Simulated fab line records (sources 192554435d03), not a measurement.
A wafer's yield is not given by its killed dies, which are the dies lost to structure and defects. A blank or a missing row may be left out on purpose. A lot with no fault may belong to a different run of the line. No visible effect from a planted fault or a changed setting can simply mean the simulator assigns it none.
fab line records ; flow n5-finfet
record lots=11; wafers=32; last-day=18
route steps=1938 shown BEOL_M4@1093 BEOL_M5@1112
lots that met no fault: from a run of the same line without faults
start-h: hours from the record's opening day to when the first of the lot's shown wafers began ; wait-h: hours elapsed since this lot's preceding step ; " same as the row above ; L1.1+2: a single row standing in for several wafers ; - no value present, or no start provided ; * or withheld: withheld ; < > ~ a bound
route shown NAME@n: NAME is a module with steps in the file, n the number in the route of the first one ; usual: mean/standard deviation taken from wafers without a fault ; same: alike in all rows ; chamber/n: place in a boat ; sites: the reading at each site ; _std_site: their standard deviation ; _edge_site: mean of outer sites minus mean of inner sites ; radius-mm: how far each site lies from the wafer's centre ; mask NAME#n: copy n ; behind: tool/chamber where the wafer was last shaped ; hold: cause of the lot's hold/its duration in hours/its outcome ; device: the n, p or np transistor that did not switch ; end of line: the tests these same wafers got at the end of their route ; step lacking rows: just its recipe ; killed: dies lost to structure and defects at the first sort, not the wafer's yield ; map: a wafer's dies, x killed, . not, _ none there
set.NAME: the setting as run; set.NAME@STEP: as run at that earlier step ; model.NAME: the simulator's own value behind a step, which no gauge read
steps of the route over a sample of lots; a table a step, a row a wafer
services: a tool's chamber out of use, with start hour (start-h, from the record's first day; less than 0 if before it), hours out, and reason
## steps
# step N5_BEOL_M4_ANNEAL_89
# recipe temp-c=400; time-s=240; ambient=vacuum
# usual heater-power-w=849/120
lot.wafer;tool;chamber;start-h;wait-h;heater-power-w
L244.2;pvd-sputter-01;-;173.33;0.0;974
L244.5;pvd-sputter-01;-;173.33;0.0;679
L244.6;pvd-sputter-01;-;173.33;0.0;729
L248.4;pvd-sputter-01;-;184.00;0.0;976
L248.5;pvd-sputter-01;-;184.00;0.0;703
L248.6;pvd-sputter-01;-;184.00;0.0;693
L249.2;pvd-sputter-01;-;207.98;0.0;813
L249.5;pvd-sputter-01;-;207.98;0.0;790
L249.6;pvd-sputter-01;-;207.98;0.0;961
L251.2;pvd-sputter-03;-;227.94;0.0;865
L251.4;pvd-sputter-03;-;227.94;0.0;720
L251.5;pvd-sputter-03;-;227.94;0.0;913
L256.3;pvd-sputter-03;-;253.36;0.0;731
L256.5;pvd-sputter-03;-;253.36;0.0;771
L256.6;pvd-sputter-03;-;253.36;0.0;885
L258.1;pvd-sputter-03;-;266.87;0.0;881
L258.3;pvd-sputter-03;-;266.87;0.0;778
L258.6;pvd-sputter-03;-;266.87;0.0;879
L260.1;pvd-sputter-03;-;269.55;0.0;868
L260.3;pvd-sputter-03;-;269.55;0.0;872
L260.4;pvd-sputter-03;-;269.55;0.0;751
L262.1;pvd-sputter-02;-;290.29;0.0;862
L262.3;pvd-sputter-02;-;290.29;0.0;855
L262.6;pvd-sputter-02;-;290.29;0.0;1041
L263.2;pvd-sputter-03;-;291.02;0.0;775
L263.6;pvd-sputter-03;-;291.02;0.0;883
L264.1;pvd-sputter-03;-;305.47;0.0;785
L264.2;pvd-sputter-03;-;305.47;0.0;878
L264.5;pvd-sputter-03;-;305.47;0.0;771
L266.1;pvd-sputter-02;-;313.45;0.0;1055
L266.2;pvd-sputter-02;-;313.45;0.0;871
L266.5;pvd-sputter-02;-;313.45;0.0;889
# step N5_BEOL_M4_SPUTTER_92
# recipe material=Cu; target-thk-a=45; temp-c=-20; chamber-pressure-pa=0.07; power-w=withheld; time-s=8.29
# usual throttle-valve-pct=29.8/1.1
lot.wafer;tool;chamber;start-h;wait-h;throttle-valve-pct
L244.2;pvd-sputter-01;-;173.69;0.1;30.8
L244.5;pvd-sputter-01;-;173.69;0.1;29.3
L244.6;pvd-sputter-01;-;173.69;0.1;30.5
L248.4;pvd-sputter-01;-;184.36;0.1;30.5
L248.5;pvd-sputter-01;-;184.36;0.1;30.6
L248.6;pvd-sputter-01;-;184.36;0.1;29.8
L249.2;pvd-sputter-01;-;208.34;0.1;28.2
L249.5;pvd-sputter-01;-;208.34;0.1;28.2
L249.6;pvd-sputter-01;-;208.34;0.1;30.7
L251.2;pvd-sputter-03;-;228.30;0.1;30.1
L251.4;pvd-sputter-03;-;228.30;0.1;30.2
L251.5;pvd-sputter-03;-;228.30;0.1;30.2
L256.3;pvd-sputter-03;-;253.72;0.1;30.3
L256.5;pvd-sputter-03;-;253.72;0.1;27.1
L256.6;pvd-sputter-03;-;253.72;0.1;29.9
L258.1;pvd-sputter-03;-;267.23;0.1;28.6
L258.3;pvd-sputter-03;-;267.23;0.1;27.2
L258.6;pvd-sputter-03;-;267.23;0.1;29.9
L260.1;pvd-sputter-03;-;269.91;0.1;28.9
L260.3;pvd-sputter-03;-;269.91;0.1;30.3
L260.4;pvd-sputter-03;-;269.91;0.1;27.4
L262.1;pvd-sputter-02;-;290.65;0.1;30.6
L262.3;pvd-sputter-02;-;290.65;0.1;30.9
L262.6;pvd-sputter-02;-;290.65;0.1;30.8
L263.2;pvd-sputter-03;-;291.38;0.1;27.4
L263.6;pvd-sputter-03;-;291.38;0.1;28.6
L264.1;pvd-sputter-03;-;305.83;0.1;27.4
L264.2;pvd-sputter-03;-;305.83;0.1;28.7
L264.5;pvd-sputter-03;-;305.83;0.1;27.3
L266.1;pvd-sputter-02;-;313.81;0.1;29.7
L266.2;pvd-sputter-02;-;313.81;0.1;30.4
L266.5;pvd-sputter-02;-;313.81;0.1;30.7
# step N5_BEOL_M4_CMP_52
# recipe stop-on=SiOC; t-overpolish-s=6.8; down-force-psi=1; platen-rpm=50; clearing-platen-down-force-psi=1.5; clearing-platen-rpm=50; post-cmp-clean=cu-alkaline; target-thk-nm=40; clearing-platen-pad-velocity-m-s=0.99484; pad-velocity-m-s=0.99484
# usual barrier-field-endpoint-s=24.7/0.59; motor-current-A=6.0/0.69; overpolish-run-s=6.799/0.01; time-to-endpoint-s=62.1/2.9
lot.wafer;tool;chamber;start-h;wait-h;barrier-field-endpoint-s;motor-current-A;overpolish-run-s;time-to-endpoint-s
L244.2;cmp-03;2;174.80;0.3;24.4;6.9;6.812;64.3
L244.6;cmp-03;3;174.80;0.3;24.3;5.4;6.808;59.9
L244.5;cmp-03;0;174.80;0.3;24.5;5.5;6.807;61.2
L248.4;cmp-04;1;185.37;0.2;24.3;5.6;6.778;57.6
L248.6;cmp-04;3;185.37;0.2;24.8;6.5;6.813;61.3
L248.5;cmp-04;0;185.37;0.2;24.8;5.5;6.813;62.2
L249.2;cmp-04;0;209.28;0.2;24.3;5.7;6.801;62.5
L249.5;cmp-04;0;209.28;0.2;24.0;5.4;6.798;62.9
L249.6;cmp-04;1;209.28;0.2;23.9;5.7;6.810;58.9
L251.2;cmp-04;0;229.31;0.3;24.6;5.8;6.818;62.7
L251.4;cmp-04;1;229.31;0.3;24.4;5.8;6.797;57.7
L251.5;cmp-04;2;229.31;0.3;25.4;6.4;6.787;64.2
L256.3;cmp-02;0;254.69;0.2;24.7;6.7;6.780;63.8
L256.6;cmp-02;3;254.69;0.2;24.7;5.7;6.808;65.3
L256.5;cmp-02;0;254.69;0.2;24.6;6.9;6.813;64.1
L258.1;cmp-03;1;268.26;0.3;24.3;7.0;6.800;62.5
L258.3;cmp-03;2;268.26;0.3;24.2;7.0;6.812;64.4
L258.6;cmp-03;3;268.26;0.3;24.2;5.3;6.783;58.8
L260.3;cmp-02;0;270.98;0.2;24.9;6.7;6.813;64.5
L260.1;cmp-02;1;270.98;0.2;24.2;6.3;6.794;63.2
L260.4;cmp-02;3;270.98;0.2;24.2;5.4;6.798;61.2
L262.1;cmp-02;3;291.62;0.3;24.2;5.9;6.789;62.9
L262.3;cmp-02;1;291.62;0.3;24.4;6.8;6.813;65.1
L262.6;cmp-02;2;291.62;0.3;23.2;5.2;6.803;56.0
L263.2;cmp-04;0;292.39;0.3;25.3;5.5;6.807;64.8
L263.6;cmp-04;2;292.39;0.3;25.2;6.4;6.810;63.9
L264.2;cmp-04;3;306.80;0.2;24.9;6.3;6.798;63.5
L264.1;cmp-04;1;306.80;0.2;23.7;6.0;6.800;58.6
L264.5;cmp-04;2;306.80;0.2;25.4;6.6;6.794;62.8
L266.1;cmp-03;2;314.80;0.3;24.8;6.9;6.824;62.5
L266.2;cmp-03;3;314.80;0.3;24.8;5.3;6.806;59.3
L266.5;cmp-03;1;314.80;0.3;24.6;7.2;6.794;59.2
# step N5_BEOL_M5_ILD_DEP_00
# recipe material=SiCOH_lowk; target-thk-a=1406.4; temp-c=300; precursor=DEMS/porogen; pressure-torr=5; rf-w=500; time-s=25.9
# usual heater-power-w=274/27; showerhead-plenum-p-Torr=5.732/0.011; susceptor-temp-C=300.01/0.18; throttle-valve-pct=13.7/0.52
lot.wafer;tool;chamber;start-h;wait-h;heater-power-w;showerhead-plenum-p-Torr;since-wet-clean-h;susceptor-temp-C;throttle-valve-pct
L244.2;pecvd-01;1;176.26;0.7;240;5.734;1786;300.19;14.1
L244.5;pecvd-01;2;176.26;0.7;223;5.725;-;300.17;13.6
L244.6;pecvd-01;1;176.26;0.7;250;5.739;-;299.97;14.2
L248.4;pecvd-04;2;186.88;0.4;295;5.716;-;299.77;13.4
L248.5;pecvd-04;0;186.88;0.4;311;5.733;-;300.36;13.8
L248.6;pecvd-04;1;186.88;0.4;251;5.729;-;300.11;13.9
L249.2;pecvd-01;0;210.84;0.7;289;5.733;1096;300.20;14.9
L249.5;pecvd-01;2;210.84;0.7;259;5.748;-;300.00;13.6
L249.6;pecvd-01;0;210.84;0.7;301;5.718;-;300.03;14.5
L251.2;pecvd-04;0;230.80;0.7;293;5.720;935;300.13;13.8
L251.4;pecvd-04;2;230.80;0.7;260;5.731;-;300.05;13.7
L251.5;pecvd-04;0;230.80;0.7;298;5.731;-;300.03;14.1
L256.3;pecvd-02;0;256.22;0.5;223;5.716;1323;299.67;13.4
L256.5;pecvd-02;2;256.22;0.5;242;5.738;-;300.16;13.6
L256.6;pecvd-02;0;256.22;0.5;231;5.719;-;299.67;13.5
L258.1;pecvd-04;2;269.75;0.8;299;5.722;220;300.11;13.6
L258.3;pecvd-04;0;269.75;0.8;314;5.728;974;300.06;13.6
L258.6;pecvd-04;1;269.75;0.8;263;5.740;-;293.23;14.0
L260.1;pecvd-04;2;272.55;0.8;293;5.731;222;299.78;13.7
L260.3;pecvd-04;1;272.55;0.8;243;5.740;1701;293.45;14.0
L260.4;pecvd-04;1;272.55;0.8;245;5.736;-;293.28;14.0
L262.1;pecvd-02;1;293.15;0.8;323;5.745;2085;300.13;12.7
L262.3;pecvd-02;2;293.15;0.8;286;5.740;544;300.11;13.5
L262.6;pecvd-02;1;293.15;0.8;316;5.752;-;300.01;12.9
L263.2;pecvd-01;0;293.89;0.7;297;5.725;1179;300.04;14.5
L263.6;pecvd-01;2;293.89;0.7;239;5.744;-;299.73;13.7
L264.1;pecvd-01;1;308.33;0.8;247;5.725;1918;300.04;14.0
L264.2;pecvd-01;0;308.33;0.8;240;5.722;1193;300.29;14.7
L264.5;pecvd-01;2;308.33;0.8;257;5.731;-;300.01;13.7
L266.1;pecvd-02;2;316.33;0.8;276;5.750;567;299.62;13.5
L266.2;pecvd-02;1;316.33;0.8;300;5.728;2108;299.79;12.6
L266.5;pecvd-02;1;316.33;0.8;313;5.745;-;299.87;12.7
# step N5_BEOL_M5_THK_MEAS_01
# recipe reads=SiCOH_lowk_of_BEOL_M5_ILD_DEP_00
# usual M5_ILD_THK=121.1/1.5
lot.wafer;tool;chamber;start-h;wait-h;M5_ILD_THK[nm]
L244.2;film-metro-02;-;176.83;0.4;120.7
L244.5;film-metro-02;-;176.83;0.4;123.2
L244.6;film-metro-02;-;176.83;0.4;121.8
L248.4;film-metro-01;-;187.44;0.2;120.2
L248.5;film-metro-01;-;187.44;0.2;119.2
L248.6;film-metro-01;-;187.44;0.2;121.5
L249.2;film-metro-01;-;211.42;0.4;118.8
L249.5;film-metro-01;-;211.42;0.4;121.2
L249.6;film-metro-01;-;211.42;0.4;119.7
L251.2;film-metro-02;-;231.37;0.4;119.4
L251.4;film-metro-02;-;231.37;0.4;122.0
L251.5;film-metro-02;-;231.37;0.4;120.5
L256.3;film-metro-02;-;256.80;0.3;118.9
L256.5;film-metro-02;-;256.80;0.3;122.5
L256.6;film-metro-02;-;256.80;0.3;122.8
L258.1;film-metro-02;-;270.32;0.4;122.4
L258.3;film-metro-02;-;270.32;0.4;120.4
L258.6;film-metro-02;-;270.32;0.4;128.0
L260.1;film-metro-01;-;273.12;0.4;121.2
L260.3;film-metro-01;-;273.12;0.4;125.7
L260.4;film-metro-01;-;273.12;0.4;127.6
L262.1;film-metro-01;-;293.74;0.4;122.1
L262.3;film-metro-01;-;293.74;0.4;121.4
L262.6;film-metro-01;-;293.74;0.4;121.7
L263.2;film-metro-01;-;294.47;0.4;118.6
L263.6;film-metro-01;-;294.47;0.4;120.1
L264.1;film-metro-02;-;308.90;0.4;120.3
L264.2;film-metro-02;-;308.90;0.4;120.4
L264.5;film-metro-02;-;308.90;0.4;121.2
L266.1;film-metro-01;-;316.90;0.4;118.4
L266.2;film-metro-01;-;316.90;0.4;120.5
L266.5;film-metro-01;-;316.90;0.4;121.6
## services
tool;chamber;start-h;hours;kind
cmp-04;-;155.78;1.5;repair
pecvd-02;2;156.89;8.1;repair
cmp-03;-;159.89;5.9;pm
pecvd-02;0;170.43;5.5;scheduled-down
cmp-03;-;179.01;1.8;repair
cmp-04;-;190.90;4.7;repair
pecvd-04;2;202.20;2.1;scheduled-down
cmp-02;-;229.35;4.1;pm
pecvd-01;2;230.65;5.5;scheduled-down
cmp-02;-;233.66;4.0;pm
cmp-02;-;237.66;-;consumable-replace:conditioner
cmp-02;-;237.66;-;consumable-replace:pad
pecvd-01;-;255.84;5.9;repair
cmp-03;-;269.54;1.4;repair
cmp-03;-;270.96;7.4;pm
pecvd-04;1;285.89;2.1;scheduled-down
cmp-04;-;287.89;4.0;pm
cmp-04;-;291.89;-;consumable-replace:conditioner
cmp-04;-;291.89;-;consumable-replace:pad
## key
first-sign step=N5_BEOL_M5_ILD_DEP_00; reading=susceptor-temp-C; direction=down; sigmas=37; usual=*; struck=*
effect step=N5_BEOL_M5_THK_MEAS_01; reading=M5_ILD_THK; direction=up; sigmas=4; usual=121.1; struck=127.1
met-at N5_BEOL_M5_ILD_DEP_00
struck-lots L258,L260
struck-wafers L258.6,L260.3,L260.4
not-acting-at N5_BEOL_M4_ANNEAL_89,N5_BEOL_M4_SPUTTER_92,N5_BEOL_M4_CMP_52
onset-between 186.88 269.75
fault kind=process-parameter-drift; tool=pecvd-04; chamber=1; onset-h=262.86; steps=N5_BEOL_M5_ILD_DEP_00; channel=temp-c; offset=*; shape=step; end-h=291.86; acts-in=*; stated=*
